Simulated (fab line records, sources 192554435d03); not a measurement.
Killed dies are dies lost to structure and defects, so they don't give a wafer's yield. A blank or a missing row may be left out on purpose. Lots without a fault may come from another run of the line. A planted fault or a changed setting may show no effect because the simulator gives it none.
Chamber matching | flow n5_finfet | N5_BEOL_M0_DEP_125 on pecvd-03: 3 sister chambers
The step deposits SiCN from 3MS/NH3, target thk 8 nm, time 14 s. 6 wafers are shown with their chamber, then 10 later ones without.

WAFERS WITH THEIR CHAMBER
wafer  | chamber | showerhead_plenum_p_Torr (Torr) | throttle_valve_pct (%)
L087.2 | 0       | 3.686                           | 9.0
L089.6 | 0       | 3.683                           | 8.7
L090.3 | 1       | 3.676                           | 8.8
L090.6 | 1       | 3.673                           | 8.8
L092.2 | 2       | 3.678                           | 8.4
L092.4 | 2       | 3.677                           | 8.6

WAFERS WITHOUT THEIR CHAMBER
wafer  | showerhead_plenum_p_Torr (Torr) | throttle_valve_pct (%)
L092.5 | 3.684                           | 9.0
L093.1 | 3.672                           | 8.5
L093.5 | 3.696                           | 8.7
L093.6 | 3.684                           | 8.6
L094.1 | 3.663                           | 8.7
L094.3 | 3.696                           | 8.7
L094.4 | 3.673                           | 8.5
L097.3 | 3.680                           | 8.6
L097.4 | 3.689                           | 8.7
L097.6 | 3.672                           | 8.8

WHICH CHAMBER EACH WENT THROUGH
wafer  | from the rows above          | in truth
L092.5 | 0                            | 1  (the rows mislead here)
L093.1 | can't be placed: 1 or 2      | 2
L093.5 | 0                            | 0
L093.6 | can't be placed: 0 or 2      | 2
L094.1 | can't be placed: 1 or 2      | 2
L094.3 | 0                            | 0
L094.4 | can't be placed: 1 or 2      | 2
L097.3 | can't be placed: 2 or 0 or 1 | 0
L097.4 | 0                            | 0
L097.6 | 1                            | 1
Placed correctly: 4 of 10. Can't be placed from these rows: 5 (the true chamber is among the candidates in 5). Placed wrongly: 1.
How it was worked out, from the rows above alone: a wafer's distance from a chamber is the root of the sum, over the readings, of the square of ((its reading less the chamber's mean) divided by the reading's scatter). The wafer belongs to the nearest chamber; if the next one is less than 2 further off, it can't be placed. A chamber's mean is the mean of its shown wafers. The scatter: the root of (the sum of the squares of (reading less its chamber's mean) over the shown wafers, divided by (wafers less chambers)).
